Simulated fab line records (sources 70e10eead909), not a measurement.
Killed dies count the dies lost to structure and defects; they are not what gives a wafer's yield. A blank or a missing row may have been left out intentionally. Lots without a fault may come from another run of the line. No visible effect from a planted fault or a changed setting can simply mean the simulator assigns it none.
Struck lot and sound lot, side by side ; flow nand harc ; 24 out of 1302 route steps
Sound: wafers L776.2, L776.3, L776.5. The struck wafers were L779.1, L779.5, L779.6. The cause comes at the end.
For every step that has rows: the tool of each side, followed by ch and its chambers, followed by its first start. Under that, the readings that differ: sound wafers ; struck wafers ; difference of the means ; sigmas: that difference in standard deviations of wafers without a fault.
alike: same words and numbers on both sides, and readings whose means sit less than 2 such deviations apart. not compared: any withheld reading, any reading some wafer has no value for, any bound like >300 that may hide the same value, and any number with overlapping values for which the record gives no deviation.
Wherever a step has rows on one side only, a row that says differs or no value, or a row with sigmas, the two part there. When numbers do not overlap yet have no deviation, they are printed without sigmas and do not part them. Lack of a reading on every wafer of one side parts them only where that side has two or more wafers.

NHARC_P_CONTACT_DEP_00: deposits SiO2, target thk 500 nm.
  sound: pecvd-01 ch 0,1,2; struck: pecvd-02 ch 1,2
  alike: heater power outer w, heater power w, throttle valve pct
NHARC_P_CONTACT_CMP_01: polishes SiO2, target thk 200 nm.
  sound on cmp-03 ch 0,3, day 10 20:32; struck on cmp-03 ch 0,1,2, day 12 16:11
  alike: motor current A, slurry filter dp kPa
then, 9 steps without rows for these wafers: NHARC_P_CONTACT_SRD_03; NHARC_P_CONTACT_DEHYDRATE_04 (time 120 s); NHARC_P_CONTACT_HMDS_05 (time 30 s); NHARC_P_CONTACT_COAT_33 (time 75 s); NHARC_P_CONTACT_COAT_34 (time 65 s); NHARC_P_CONTACT_COAT_06 (resist thk 90 nm); NHARC_P_CONTACT_SOFTBAKE_07 (time 55 s); NHARC_P_CONTACT_EBR_08; NHARC_P_CONTACT_EXPOSE_09 (exposes mask P CA, target cd 90 nm).
NHARC_P_CONTACT_PEB_10: peb time 65 s.
  sound on litho track-04 ch 0, day 10 21:17; struck on litho track-04 ch 0, day 12 17:22
reading;sound;struck;difference;sigmas
heater power total W (W);157.1 156.0 156.1;164.2 163.6 164.1;+7.6;+18
plate temp C (C);99.98 100.21 100.09;103.49 103.57 103.43;+3.40;+26
then, 1 step without rows for these wafers: NHARC_P_CONTACT_DEVELOP_11 (develop time 35 s).
NHARC_P_CONTACT_CD_MEAS_12: target cd 90 nm.
  sound on cd sem-03 ch 0, day 10 21:22; struck on cd sem-02 ch 0, day 12 17:28
reading;sound;struck;difference;sigmas
cd nm (nm);90.6 90.8 91.1;102.2 101.7 101.4;+10.9;+17
NHARC_P_CONTACT_OVL_MEAS_13:
  sound on overlay-01, day 10 21:26; struck on overlay-01, day 12 17:34
  alike: overlay x nm, overlay y nm
NHARC_P_CONTACT_INSPECT_14:
  sound on defect inspect-01, day 10 21:29; struck on defect inspect-02, day 12 17:36
  alike: raw defect count
NHARC_P_CONTACT_DESCUM_17: chemistry O2, time 3 s.
  sound on rie diel-10 ch 0,1, day 10 21:33; struck on rie diel-08 ch 2,3, day 12 17:40
reading;sound;struck;difference;sigmas
model.P_CONTACT.cd nm (nm);91.84 90.5 91.32;102.4 102.4 101.7;+10.9;
  alike: drypump motor current A, oes product au, rf vpp V, showerhead plenum p Torr, throttle valve pct
  not compared: rf hours counter h
NHARC_P_CONTACT_ETCH_35: etches the open film in CF4, target depth 39 nm, time 65 s.
  sound on rie diel-10 ch 0,1,3, day 10 21:38; struck on rie diel-08 ch 0,1,3, day 12 17:46
reading;sound;struck;difference;sigmas
rf vpp V (V);150.4 149.8 151.2;154.2 152.1 151.4;+2.1;+2
  alike: drypump motor current A, oes product au, showerhead plenum p Torr, throttle valve pct
  not compared: rf hours counter h
NHARC_P_CONTACT_ETCH_36: etches the open film in N2/H2, target depth 260 nm, time 406.25 s.
  sound: rie diel-10 ch 1,3; struck: rie diel-08 ch 2,3
  alike: drypump motor current A, oes product au, rf vpp V, showerhead plenum p Torr, throttle valve pct
  not compared: rf hours counter h
NHARC_P_CONTACT_ETCH_18: etches the open film in C4F8/O2/Ar, target depth 481 nm, time 240.5 s.
  sound: rie diel-10 ch 0,1,3; struck: rie diel-08 ch 0,2,3
  alike: oes product au, rf vpp V
  not compared: rf hours counter h
then, 1 step without rows for these wafers: NHARC_P_CONTACT_STRIP_37 (strips in C4F8/O2/Ar).
NHARC_P_CONTACT_ETCH_31: etches the open film in CH3F/O2, target depth 30 nm, time 85.7 s.
  sound: rie diel-10 ch 0,1,3; struck: rie diel-08 ch 1,2
reading;sound;struck;difference;sigmas
model.P_CONTACT.cd nm (nm);90.22 87.69 88.69;100.1 100.4 101.9;+11.9;
  alike: drypump motor current A, oes product au, rf vpp V, showerhead plenum p Torr, throttle valve pct
  not compared: rf hours counter h
NHARC_P_CONTACT_CD_MEAS_19:
  sound on cd sem-03, day 10 22:34; struck on cd sem-02, day 12 18:32
reading;sound;struck;difference;sigmas
cd nm (nm);90.7 87.5 88.8;99.8 100.4 102.1;+11.8;+7
-- break in the record here, with 18 days between the starts of the struck wafers on either side (left off in module P_CONTACT, picked up again in module END, where the first step shown is number 1302 on the route) --
NHARC_END_SORT_01:
  sound on prober-01 ch 0, day 29 07:46; struck on prober-01 ch 0, day 30 20:57
reading;sound;struck;difference;sigmas
killed at array;37 40 37;70 88 120;+55;+3
killed at periphery;5 3 1;13 30 41;+25;+9
killed dies;43 44 41;83 118 162;+78;+4
  alike: killed at other, killed open, killed short

WHERE THEY PART
At NHARC_P_CONTACT_PEB_10 first; at NHARC_END_SORT_01 last (within this record only).

WHY: whatever the simulator had introduced
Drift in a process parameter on litho track-04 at NHARC_P_CONTACT_PEB_10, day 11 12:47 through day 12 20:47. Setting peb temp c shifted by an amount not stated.
